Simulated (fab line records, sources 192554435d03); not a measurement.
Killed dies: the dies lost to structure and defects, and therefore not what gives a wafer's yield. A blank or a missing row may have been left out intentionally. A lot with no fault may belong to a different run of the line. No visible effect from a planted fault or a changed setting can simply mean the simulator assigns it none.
fab line records -- flow n5Finfet
[record] lots = 7, wafers = 39
route steps=1938 shown WELL_APT@26 STI_FIN_REVEAL@183 SD_EPI_P@321 GATE_CUT@477 MOL_CONTACT_COAG@581 BEOL_M1@800 BEOL_M2@882 BEOL_M5@1179 BEOL_M8@1368 BEOL_M11@1536 BEOL_M14@1762 PASSIVATION@1908
startH: hours from the record's opening day to when the first of the lot's shown wafers began -- waitH: hours since the lot's step before -- " unchanged from the row above -- L1.1+2: several wafers, shown together as one row -- - no value, or no start given -- * or withheld: withheld -- < > ~ a bound
route shown NAME@n: names a module that has steps shown in the file, with the first one's number in the route -- usual: the fault-free wafers' mean and standard deviation -- same: alike in all rows -- chamber/n: place in a boat -- sites: each site's reading -- _std_site: standard deviation across them -- _edge_site: mean of outer sites minus mean of inner sites -- radiusMm: how far each site lies from the wafer's centre -- mask NAME#n: copy n -- behind: the tool/chamber that last shaped the wafer -- hold: why the lot went on hold/how many hours it stayed there/how the hold came to an end -- device: transistor that didn't switch, given as n, p or np -- end of line: the tests these same wafers got at the end of their route -- step lacking rows: just its recipe -- killed: at the first sort, the dies lost to defects and structure; wafer yield is something else -- map: a wafer's dies, marking killed ones x, the rest . and places with no die _
set.NAME: setting as actually run; set.NAME@STEP: the setting as run at that earlier step -- model.NAME: the simulator's own value behind a step, which no gauge read
lots run with intentionally changed settings; tables by step, rows by wafer
[[steps]]
[step N5_WELL_APT_DEVELOP_07]
[recipe] developTimeS = 45, rinseLiquid = surfactantRinse, dry = airSpin, devTempC = 21
[step N5_STI_FIN_REVEAL_ALD_00]
[recipe] material = SiO2, targetThkA = 10, tempC = 300, aldPrecursorFamily = BDEAS, aldCoReactant = O2-plasma, pulseTimeS = 1, pressureTorr = 2
[step N5_SD_EPI_P_EPI_21]
[recipe] material = SiGe:B, dopant = B, tempC = 550, pressureTorr = 20, ambient = H2, timeS = 355
[step N5_GATE_CUT_HM_DEP_46]
[recipe] material = SiO2, targetThkA = 1300, tempC = 400, precursor = TEOS/O2, pressureTorr = 6.5, rfW = 900, teosFlowSccm = 161.4, gas = O2, flowSccm = 2650, timeS = 26.6
[step N5_MOL_CONTACT_COAG_ETCH_91]
[recipe] chemistry = N2/H2, target = SOC, targetDepthA = 600, overetchA = 210, maskMaterial = SiARC, tempC = 40, timeS = 101.2, ionEnergyEv = 200, pressureMtorr = 30, sourceW = 840, biasW = 150, n2FlowSccm = 200, h2FlowSccm = 200
[step N5_BEOL_M1_TRENCH_ETCH_37]
[recipe] chemistry = C4F6/O2, targetDepthA = 552.07, target = SiOC, timeS = 29, ionEnergyEv = 250, pressureMtorr = 30, sourceW = 355, biasW = 185, Ar_flow_sccm = 300, C4F6_flow_sccm = 10, O2_flow_sccm = 10
[step N5_BEOL_M2_ALD_98]
[recipe] material = SiO2, targetThkA = 25, tempC = 100, aldPrecursorFamily = BDEAS, aldCoReactant = O2-plasma, pulseTimeS = 1, coReactantPulseTimeS = 1, purgeTimeS = 2, coReactantPurgeTimeS = 2, aldCycles = 17, pressureTorr = 2
[step N5_BEOL_M5_SPUTTER_83]
[recipe] material = Cu, targetThkA = 150, tempC = -20, chamberPressurePa = 0.07, powerW = withheld, timeS = 27.62
[step N5_BEOL_M8_DESCUM_33]
[recipe] chemistry = O2, timeS = 7, sourcePowerW = 50, biasPowerW = 20, pressureMtorr = 20, rfFrequencyHz = 2.712e+07, tempC = 40, resist = CAR-EUV, o2FlowSccm = 225
[step N5_BEOL_M11_ILD_DEP_00]
[recipe] material = SiCOH_lowk, targetThkA = 3085.1, tempC = 300, precursor = DEMS/porogen, pressureTorr = 5, rfW = 500, timeS = 58
[step N5_BEOL_M14_SPUTTER_43]
[recipe] material = TaN, targetThkA = 150, tempC = 50, biasV = 168.6, powerW = 15000, chamberPressurePa = 0.12, timeS = 24.19
[step N5_PASSIVATION_DESCUM_32]
[recipe] chemistry = O2, timeS = 7.9, sourcePowerW = 50, biasPowerW = 20, pressureMtorr = 20, rfFrequencyHz = 2.712e+07, tempC = 40, o2FlowSccm = 225
[step N5_PASSIVATION_PROBE_49]
[usual] defectLimitedYield = 91.1/1.4, killed_at_M4_up = 14/5.5, killedDies = 105/17, sort_bin_5_function = 5.3/0.98
lot.wafer,tool,chamber,startH,waitH,set.developTimeS@WELL_APT_DEVELOP_07,set.targetThkA@STI_FIN_REVEAL_ALD_00,set.timeS@SD_EPI_P_EPI_21,set.timeS@GATE_CUT_HM_DEP_46,set.timeS@MOL_CONTACT_COAG_ETCH_91,set.timeS@BEOL_M1_TRENCH_ETCH_37,set.aldCycles@BEOL_M2_ALD_98,set.timeS@BEOL_M5_SPUTTER_83,set.timeS@BEOL_M8_DESCUM_33,set.targetThkA@BEOL_M11_ILD_DEP_00,set.targetThkA@BEOL_M14_SPUTTER_43,set.timeS@PASSIVATION_DESCUM_32,defectLimitedYield[%],killed_at_M4_up,killedDies,sort_bin_5_function[%]
L074.1,prober-01,-,325.31,0.0,45,10,355,26.6,101.2,29,17,27.62,7,3085.1,150,7.9,88.7,16,133,6.5
L074.4,prober-01,-,325.46,0.2,45,10,355,26.6,101.2,29,17,27.62,7,3085.1,150,7.9,89.5,14,124,5.7
L074.6,prober-01,-,325.56,0.3,45,10,355,26.6,101.2,29,17,27.62,7,3085.1,150,7.9,89.7,10,121,5.8
L076.1,prober-01,-,326.08,0.0,45,15.85,355,16.12,49.74,29,17,27.62,8.894,4747,150,3.721,0,20,1180,96.5
L076.2,prober-01,-,326.13,0.1,45,10,273.7,26.6,101.2,29,17,27.62,7,3085.1,196.6,7.9,90.9,21,107,5.5
L076.3,prober-01,-,326.18,0.1,45,10,273.7,16.12,101.2,23.22,17,23.05,8.894,3085.1,150,3.721,92.5,20,88,4.0
L076.4,prober-01,-,326.23,0.2,45,15.85,355,26.6,101.2,23.22,17,23.05,7,4747,196.6,3.721,0,1112,1180,97.4
L076.5,prober-01,-,326.28,0.2,45,10,355,26.6,49.74,29,17,23.05,8.894,3085.1,196.6,7.9,0,14,1180,98.4
L076.6,prober-01,-,326.33,0.3,45,15.85,273.7,16.12,49.74,23.22,17,27.62,7,4747,150,7.9,0,14,1180,96.5
L077.1,prober-02,-,341.24,0.0,45,10,545.3,26.6,145.5,29,26,34.64,8.833,3085.1,231.6,7.9,88.6,11,135,6.9
L077.2,prober-02,-,341.29,0.1,45,10,545.3,26.6,101.2,46.38,17,34.64,7,3085.1,150,3.456,4.5,3,1127,7.6
L077.3,prober-02,-,341.34,0.1,70.4,10,355,26.6,145.5,46.38,17,34.64,7,2219,231.6,3.456,6.1,9,1108,5.4
L077.4,prober-02,-,341.39,0.2,45,10,355,39.45,145.5,29,17,27.62,8.833,3085.1,150,3.456,91.4,8,101,4.3
L077.5,prober-02,-,341.44,0.2,70.4,10,545.3,39.45,101.2,29,26,27.62,7,2219,231.6,7.9,90.2,15,116,5.4
L077.6,prober-02,-,341.49,0.3,70.4,10,355,39.45,101.2,46.38,26,27.62,8.833,2219,150,7.9,4.7,15,1125,5.8
L091.1,prober-01,-,408.93,0.0,68.94,10,355,40.2,85,21.51,17,18.55,9.346,3085.1,150,7.9,90.6,13,111,6.5
L091.2,prober-01,-,408.98,0.1,68.94,13.64,355,40.2,101.2,29,26,27.62,9.346,3777,150,5.3,90.5,24,112,5.9
L091.3,prober-01,-,409.03,0.1,45,10,355,26.6,101.2,29,17,27.62,7,3085.1,150,5.3,90.6,18,111,6.3
L091.4,prober-01,-,409.08,0.2,68.94,13.64,355,26.6,85,29,26,18.55,7,3085.1,188.5,7.9,90.9,14,107,5.6
L091.5,prober-01,-,409.13,0.2,45,10,355,26.6,101.2,21.51,26,18.55,7,3777,188.5,5.3,89.7,12,121,5.6
L091.6,prober-01,-,409.18,0.3,45,13.64,355,40.2,85,21.51,17,27.62,9.346,3777,188.5,7.9,93.1,13,82,4.5
L093.1,prober-01,-,411.87,0.0,31.8,10,355,26.6,101.2,29,25,27.62,3.434,4888,150,7.9,0,1075,1180,96.3
L093.2,prober-01,-,411.92,0.1,45,10,355,26.6,101.2,40.4,25,27.62,7,3085.1,150,7.9,87.5,12,148,6.9
L093.3,prober-01,-,411.97,0.1,31.8,10,355,26.6,136.6,40.4,17,27.62,3.434,4888,150,7.9,0,1086,1180,96.6
L093.4,prober-01,-,412.02,0.2,31.8,10,502.5,26.6,101.2,29,17,27.62,7,4888,150,7.9,0,1088,1180,95.9
L093.5,prober-01,-,412.07,0.2,45,10,502.5,26.6,136.6,40.4,17,27.62,3.434,3085.1,150,7.9,90.4,10,113,5.3
L093.6,prober-01,-,412.12,0.3,45,10,502.5,26.6,136.6,29,25,27.62,7,3085.1,150,7.9,90.7,23,110,6.0
L092.1,prober-02,-,436.84,0.0,33.58,10,355,26.6,101.2,29,21,43.58,7,4930,110.4,4.707,0,1072,1180,95.3
L092.2,prober-02,-,436.89,0.1,45,4.016,511.9,26.6,101.2,29,17,27.62,7,3085.1,150,4.707,91.5,14,100,6.0
L092.3,prober-02,-,436.94,0.1,45,4.016,511.9,26.6,82.44,17.12,21,27.62,8.603,4930,150,7.9,0,1086,1180,96.4
L092.4,prober-02,-,436.99,0.2,45,10,355,26.6,101.2,17.12,21,43.58,7,3085.1,150,7.9,92.0,10,94,4.6
L092.5,prober-02,-,437.04,0.2,33.58,4.016,355,26.6,82.44,29,17,43.58,8.603,3085.1,110.4,7.9,91.5,12,100,5.3
L092.6,prober-02,-,437.09,0.3,33.58,10,511.9,26.6,82.44,17.12,17,27.62,8.603,4930,110.4,4.707,0,1103,1180,96.6
L095.1,prober-01,-,451.56,0.0,45,12.01,355,26.6,101.2,29,17,27.62,7,3085.1,150,7.9,93.1,11,82,4.4
L095.2,prober-01,-,451.61,0.1,45,12.01,294.1,26.6,101.2,19.6,17,27.62,7,4099,65.05,12.21,0,1105,1180,96.8
L095.3,prober-01,-,451.66,0.1,45,10,294.1,35.7,101.2,19.6,17,27.62,7,3085.1,65.05,7.9,92.0,11,94,4.8
L095.4,prober-01,-,451.71,0.2,45,10,294.1,35.7,101.2,29,17,34.29,7,3085.1,65.05,12.21,91.9,16,95,4.7
L095.5,prober-01,-,451.76,0.2,45,10,355,26.6,101.2,19.6,17,34.29,7,4099,150,12.21,0,1093,1180,96.9
L095.6,prober-01,-,451.81,0.3,45,12.01,355,35.7,101.2,29,17,34.29,7,4099,150,7.9,0,1064,1180,95.5
// killed by level:class
L074.1 BEOL_M0_SAQP:geometricParticle:short=15 STI_FIN_REVEAL:geometricParticle:open=14 FIN_SAQP:geometricParticle:open=13 MOL_CONTACT_COAG:geometricParticle:open=10 FIN_SAQP:geometricParticle:short=8 BEOL_M2:geometricParticle:open=8 STI_FIN_REVEAL:geometricParticle:short=8 BEOL_M4:geometricParticle:open=8
L074.4 FIN_SAQP:geometricParticle:open=15 BEOL_M1:geometricParticle:open=12 MOL_CONTACT_COAG:geometricParticle:open=10 BEOL_M0_SAQP:geometricParticle:short=9 BEOL_M2:geometricParticle:open=9 BEOL_M3:geometricParticle:open=9 STI_FIN_REVEAL:geometricParticle:open=7 FIN_SAQP:geometricParticle:short=6
L074.6 STI_FIN_REVEAL:geometricParticle:open=14 MOL_CONTACT_COAG:geometricParticle:open=11 BEOL_M0_SAQP:geometricParticle:short=11 BEOL_M1:geometricParticle:open=7 FIN_SAQP:geometricParticle:open=6 BEOL_M0_SAQP:geometricParticle:open=6 BEOL_M0:geometricParticle:open=6 BEOL_M2:geometricParticle:open=6
L076.1 MOL_CONTACT_COAG:areaEtch=1072 BEOL_M0_SAQP:geometricParticle:short=15 BEOL_M0_SAQP:geometricParticle:open=13 STI_FIN_REVEAL:geometricParticle:open=10 BEOL_M4:geometricParticle:open=10 FIN_SAQP:geometricParticle:open=9 MOL_CONTACT_COAG:geometricParticle:open=8 GATE_CUT:geometricParticle:short=4
L076.2 FIN_SAQP:geometricParticle:open=15 MOL_CONTACT_COAG:geometricParticle:open=9 FIN_SAQP:geometricParticle:short=8 BEOL_M0_SAQP:geometricParticle:short=6 BEOL_M0_SAQP:geometricParticle:open=5 BEOL_M4:geometricParticle:open=5 BEOL_M2:geometricParticle:open=4 STARTING-WAFER:geometricParticle:short=4
L076.3 BEOL_M0_SAQP:geometricParticle:open=12 FIN_SAQP:geometricParticle:open=8 STI_FIN_REVEAL:geometricParticle:open=8 BEOL_M4:geometricParticle:open=8 FIN_SAQP:geometricParticle:short=6 BEOL_M2:geometricParticle:open=6 MOL_CONTACT_COAG:geometricParticle:open=5 BEOL_M0_SAQP:geometricParticle:short=5
L076.4 BEOL_M11:areaEtch=1093 BEOL_M4:geometricParticle:open=12 MOL_CONTACT_COAG:geometricParticle:open=11 BEOL_M0_SAQP:geometricParticle:open=9 STI_FIN_REVEAL:geometricParticle:open=6 FIN_SAQP:geometricParticle:open=5 BEOL_M0_SAQP:geometricParticle:short=4 BEOL_M0:geometricParticle:short=4
L076.5 MOL_CONTACT_COAG:areaEtch=1117 BEOL_M3:geometricParticle:open=6 SPACER0:geometricParticle:open=5 MOL_CONTACT_COAG:geometricParticle:open=5 BEOL_M0_SAQP:geometricParticle:open=5 BEOL_M4:geometricParticle:open=4 FIN_SAQP:geometricParticle:open=3 SPACER0:geometricParticle:short=3
L076.6 MOL_CONTACT_COAG:areaEtch=1082 BEOL_M0_SAQP:geometricParticle:short=14 BEOL_M0_SAQP:geometricParticle:open=11 DUMMY_GATE:geometricParticle:open=6 PAD_METAL:geometricParticle:short=6 SPACER0:geometricParticle:open=5 BEOL_M4:geometricParticle:open=5 FIN_SAQP:geometricParticle:open=4
L077.1 FIN_SAQP:geometricParticle:open=22 STI_FIN_REVEAL:geometricParticle:open=18 MOL_CONTACT_COAG:geometricParticle:open=9 BEOL_M0_SAQP:geometricParticle:open=8 FIN_SAQP:geometricParticle:short=7 SPACER0:geometricParticle:short=7 BEOL_M2:geometricParticle:open=7 GATE_CUT:geometricParticle:short=6
L077.2 BEOL_M1:areaEtch=988 STI_FIN_REVEAL:geometricParticle:open=23 MOL_CONTACT_COAG:geometricParticle:open=18 BEOL_M2:geometricParticle:open=16 FIN_SAQP:geometricParticle:open=12 FIN_SAQP:geometricParticle:short=9 BEOL_M0_SAQP:geometricParticle:short=9 DUMMY_GATE:geometricParticle:open=8
L077.3 BEOL_M1:areaEtch=991 MOL_CONTACT_COAG:geometricParticle:open=12 GATE_CUT:geometricParticle:short=11 FIN_SAQP:geometricParticle:open=10 FIN_SAQP:geometricParticle:short=7 STI_FIN_REVEAL:geometricParticle:open=7 ILD0:geometricParticle:short=7 BEOL_M0_SAQP:geometricParticle:open=7
L077.4 DUMMY_GATE:geometricParticle:open=10 BEOL_M0_SAQP:geometricParticle:short=9 BEOL_M3:geometricParticle:open=9 MOL_CONTACT_COAG:geometricParticle:open=8 BEOL_M2:geometricParticle:open=7 BEOL_M0_SAQP:geometricParticle:open=6 GATE_CUT:geometricParticle:short=5 FIN_SAQP:geometricParticle:open=4
L077.5 BEOL_M2:geometricParticle:open=14 MOL_CONTACT_COAG:geometricParticle:open=12 STI_FIN_REVEAL:geometricParticle:open=10 DUMMY_GATE:geometricParticle:open=10 FIN_SAQP:geometricParticle:open=9 FIN_SAQP:geometricParticle:short=7 BEOL_M0_SAQP:geometricParticle:short=5 BEOL_M4:geometricParticle:short=5
L077.6 BEOL_M1:areaEtch=1014 MOL_CONTACT_COAG:geometricParticle:open=12 FIN_SAQP:geometricParticle:open=10 DUMMY_GATE:geometricParticle:open=9 FIN_SAQP:geometricParticle:short=8 BEOL_M3:geometricParticle:open=8 BEOL_M2:geometricParticle:open=7 BEOL_M0_SAQP:geometricParticle:open=6
L091.1 MOL_CONTACT_COAG:geometricParticle:open=20 FIN_SAQP:geometricParticle:open=8 FIN_SAQP:geometricParticle:short=7 STI_FIN_REVEAL:geometricParticle:open=7 BEOL_M2:geometricParticle:open=7 BEOL_M1:geometricParticle:short=5 GATE_CUT:geometricParticle:open=4 BEOL_M0_SAQP:geometricParticle:open=4
L091.2 BEOL_M0_SAQP:geometricParticle:short=18 BEOL_M0_SAQP:geometricParticle:open=17 MOL_CONTACT_COAG:geometricParticle:open=13 BEOL_M4:geometricParticle:open=12 STI_FIN_REVEAL:geometricParticle:open=7 FIN_SAQP:geometricParticle:short=5 MOL_CONTACT_COAG:geometricParticle:short=5 FIN_SAQP:geometricParticle:open=3
L091.3 MOL_CONTACT_COAG:geometricParticle:open=15 BEOL_M0_SAQP:geometricParticle:short=10 STI_FIN_REVEAL:geometricParticle:open=7 BEOL_M4:geometricParticle:open=7 BEOL_M0_SAQP:geometricParticle:open=6 FIN_SAQP:geometricParticle:short=5 FIN_CUT:geometricParticle:short=5 GATE_CUT:geometricParticle:open=5
L091.4 STI_FIN_REVEAL:geometricParticle:open=15 BEOL_M0_SAQP:geometricParticle:open=15 BEOL_M0_SAQP:geometricParticle:short=10 FIN_SAQP:geometricParticle:short=8 MOL_CONTACT_COAG:geometricParticle:open=6 BEOL_M2:geometricParticle:open=6 FIN_CUT:geometricParticle:short=4 STARTING-WAFER:geometricParticle:open=4
L091.5 MOL_CONTACT_COAG:geometricParticle:open=14 BEOL_M0_SAQP:geometricParticle:short=13 BEOL_M0_SAQP:geometricParticle:open=12 STI_FIN_REVEAL:geometricParticle:open=8 BEOL_M2:geometricParticle:open=8 FIN_SAQP:geometricParticle:open=7 BEOL_M1:geometricParticle:open=6 BEOL_M4:geometricParticle:open=5
L091.6 STI_FIN_REVEAL:geometricParticle:open=15 FIN_SAQP:geometricParticle:short=7 BEOL_M0_SAQP:geometricParticle:short=5 BEOL_M0_SAQP:geometricParticle:open=5 GATE_CUT:geometricParticle:short=4 MOL_CONTACT_COAG:geometricParticle:short=4 BEOL_M5:geometricParticle:open=4 DUMMY_GATE:geometricParticle:open=3
L093.1 BEOL_M11:areaEtch=1060 MOL_CONTACT_COAG:geometricParticle:open=20 FIN_SAQP:geometricParticle:open=14 BEOL_M4:geometricParticle:open=11 BEOL_M3:geometricParticle:open=8 FIN_SAQP:geometricParticle:short=6 MOL_CONTACT_COAG:geometricParticle:short=6 BEOL_M1:geometricParticle:open=6
L093.2 BEOL_M1:areaEtch=21 FIN_SAQP:geometricParticle:short=12 BEOL_M3:geometricParticle:open=12 FIN_SAQP:geometricParticle:open=11 BEOL_M0_SAQP:geometricParticle:short=8 STI_FIN_REVEAL:geometricParticle:open=8 BEOL_M2:geometricParticle:open=8 MOL_CONTACT_COAG:geometricParticle:open=7
L093.3 BEOL_M11:areaEtch=1076 MOL_CONTACT_COAG:geometricParticle:open=12 BEOL_M2:geometricParticle:open=9 STI_FIN_REVEAL:geometricParticle:open=8 GATE_CUT:geometricParticle:short=7 BEOL_M3:geometricParticle:open=6 BEOL_M1:geometricParticle:open=6 BEOL_M1:geometricParticle:short=5
L093.4 BEOL_M11:areaEtch=1075 FIN_SAQP:geometricParticle:open=9 MOL_CONTACT_COAG:geometricParticle:open=8 BEOL_M0_SAQP:geometricParticle:short=8 FIN_SAQP:geometricParticle:short=7 STI_FIN_REVEAL:geometricParticle:open=7 GATE_CUT:geometricParticle:open=7 BEOL_M0_SAQP:geometricParticle:open=6
L093.5 STI_FIN_REVEAL:geometricParticle:open=10 BEOL_M1:geometricParticle:open=9 BEOL_M3:geometricParticle:open=9 MOL_CONTACT_COAG:geometricParticle:open=8 FIN_SAQP:geometricParticle:short=7 FIN_SAQP:geometricParticle:open=6 SPACER0:geometricParticle:open=6 BEOL_M0_SAQP:geometricParticle:short=5
L093.6 BEOL_M4:geometricParticle:open=14 BEOL_M2:geometricParticle:open=10 STI_FIN_REVEAL:geometricParticle:open=7 MOL_CONTACT_COAG:geometricParticle:open=7 BEOL_M1:geometricParticle:open=7 BEOL_M0_SAQP:geometricParticle:open=6 BEOL_M3:geometricParticle:open=6 BEOL_M4:geometricParticle:short=5
L092.1 BEOL_M11:areaEtch=1045 MOL_CONTACT_COAG:geometricParticle:open=17 BEOL_M4:geometricParticle:open=15 BEOL_M3:geometricParticle:open=9 STI_FIN_REVEAL:geometricParticle:open=8 DUMMY_GATE:geometricParticle:open=7 BEOL_M0_SAQP:geometricParticle:short=7 GATE_CUT:geometricParticle:short=6
L092.2 BEOL_M4:geometricParticle:open=9 BEOL_M1:geometricParticle:open=9 MOL_CONTACT_COAG:geometricParticle:open=8 FIN_SAQP:geometricParticle:open=7 BEOL_M0_SAQP:geometricParticle:short=7 BEOL_M0_SAQP:geometricParticle:open=6 FIN_SAQP:geometricParticle:short=5 STI_FIN_REVEAL:geometricParticle:open=5
L092.3 BEOL_M11:areaEtch=1073 BEOL_M1:geometricParticle:open=12 MOL_CONTACT_COAG:geometricParticle:open=11 DUMMY_GATE:geometricParticle:open=9 BEOL_M3:geometricParticle:open=8 STI_FIN_REVEAL:geometricParticle:open=6 BEOL_M0_SAQP:geometricParticle:short=5 BEOL_M4:geometricParticle:open=5
L092.4 BEOL_M0_SAQP:geometricParticle:short=8 BEOL_M1:geometricParticle:open=8 DUMMY_GATE:geometricParticle:open=6 MOL_CONTACT_COAG:geometricParticle:open=6 BEOL_M0_SAQP:geometricParticle:open=6 BEOL_M3:geometricParticle:open=5 BEOL_M4:geometricParticle:open=5 PASS1_CAP:geometricParticle:open=5
L092.5 FIN_SAQP:geometricParticle:short=12 MOL_CONTACT_COAG:geometricParticle:open=11 DUMMY_GATE:geometricParticle:open=9 BEOL_M3:geometricParticle:open=7 FIN_SAQP:geometricParticle:open=6 BEOL_M1:geometricParticle:open=4 BEOL_M3:geometricParticle:short=4 BEOL_M5:geometricParticle:open=4
L092.6 BEOL_M11:areaEtch=1086 BEOL_M1:geometricParticle:open=9 BEOL_M3:geometricParticle:open=9 STI_FIN_REVEAL:geometricParticle:open=7 MOL_CONTACT_COAG:geometricParticle:open=7 BEOL_M4:geometricParticle:open=6 ILD0:geometricParticle:short=4 BEOL_M2:geometricParticle:open=4
L095.1 BEOL_M0_SAQP:geometricParticle:short=8 FIN_SAQP:geometricParticle:short=7 FIN_SAQP:geometricParticle:open=7 MOL_CONTACT_COAG:geometricParticle:open=7 BEOL_M4:geometricParticle:open=5 BEOL_M0_SAQP:geometricParticle:open=5 BEOL_M1:geometricParticle:open=5 BEOL_M3:geometricParticle:open=5
L095.2 BEOL_M11:areaEtch=1097 BEOL_M3:geometricParticle:open=14 MOL_CONTACT_COAG:geometricParticle:open=6 BEOL_M0_SAQP:geometricParticle:open=6 SPACER0:geometricParticle:short=5 BEOL_M1:geometricParticle:open=4 FIN_SAQP:geometricParticle:short=3 DUMMY_GATE:geometricParticle:short=3
L095.3 FIN_SAQP:geometricParticle:open=11 STI_FIN_REVEAL:geometricParticle:open=11 BEOL_M3:geometricParticle:open=8 BEOL_M3:geometricParticle:short=8 MOL_CONTACT_COAG:geometricParticle:open=7 BEOL_M2:geometricParticle:open=6 GATE_CUT:geometricParticle:open=5 GATE_CUT:geometricParticle:short=4
L095.4 MOL_CONTACT_COAG:geometricParticle:open=9 BEOL_M1:geometricParticle:open=7 FIN_SAQP:geometricParticle:short=6 STI_FIN_REVEAL:geometricParticle:open=6 BEOL_M3:geometricParticle:open=6 BEOL_M5:geometricParticle:open=6 GATE_CUT:geometricParticle:open=4 BEOL_M0_SAQP:geometricParticle:short=4
L095.5 BEOL_M11:areaEtch=1082 STI_FIN_REVEAL:geometricParticle:open=15 BEOL_M3:geometricParticle:open=13 MOL_CONTACT_COAG:geometricParticle:open=7 BEOL_M0_SAQP:geometricParticle:short=6 STI_FIN_REVEAL:geometricParticle:short=4 GATE_CUT:geometricParticle:short=4 MOL_CONTACT_COAG:geometricParticle:short=4
L095.6 BEOL_M11:areaEtch=1054 STI_FIN_REVEAL:geometricParticle:open=17 BEOL_M3:geometricParticle:open=13 FIN_SAQP:geometricParticle:open=12 BEOL_M1:geometricParticle:open=11 MOL_CONTACT_COAG:geometricParticle:open=8 BEOL_M0:geometricParticle:open=7 FIN_SAQP:geometricParticle:short=6
[[key]]
[split] step = N5_WELL_APT_DEVELOP_07, setting = developTimeS, statedAs = 45
response none clear
[split] step = N5_STI_FIN_REVEAL_ALD_00, setting = targetThkA, statedAs = 10
response none clear
[split] step = N5_SD_EPI_P_EPI_21, setting = timeS, statedAs = 355
response none clear
[split] step = N5_GATE_CUT_HM_DEP_46, setting = timeS, statedAs = 26.6
response none clear
[split] step = N5_MOL_CONTACT_COAG_ETCH_91, setting = timeS, statedAs = 101.2
response none clear
[split] step = N5_BEOL_M1_TRENCH_ETCH_37, setting = timeS, statedAs = 29
response none clear
[split] step = N5_BEOL_M2_ALD_98, setting = aldCycles, statedAs = 17
response none clear
[split] step = N5_BEOL_M5_SPUTTER_83, setting = timeS, statedAs = 27.62
response none clear
[split] step = N5_BEOL_M8_DESCUM_33, setting = timeS, statedAs = 7
response none clear
[split] step = N5_BEOL_M11_ILD_DEP_00, setting = targetThkA, statedAs = 3085.1
[response] step = N5_PASSIVATION_PROBE_49, reading = sort_bin_5_function, slope = +1.58, per = 1%, togetherWith = all, explained = 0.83
[response] step = N5_PASSIVATION_PROBE_49, reading = killed_at_M4_up, slope = +18.7, per = 1%, togetherWith = all, explained = 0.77
[response] step = N5_PASSIVATION_PROBE_49, reading = defectLimitedYield, slope = -1.72, per = 1%, togetherWith = all, explained = 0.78
[response] step = N5_PASSIVATION_PROBE_49, reading = killedDies, slope = +20.3, per = 1%, togetherWith = all, explained = 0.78
[split] step = N5_BEOL_M14_SPUTTER_43, setting = targetThkA, statedAs = 150
response none clear
[split] step = N5_PASSIVATION_DESCUM_32, setting = timeS, statedAs = 7.9
response none clear
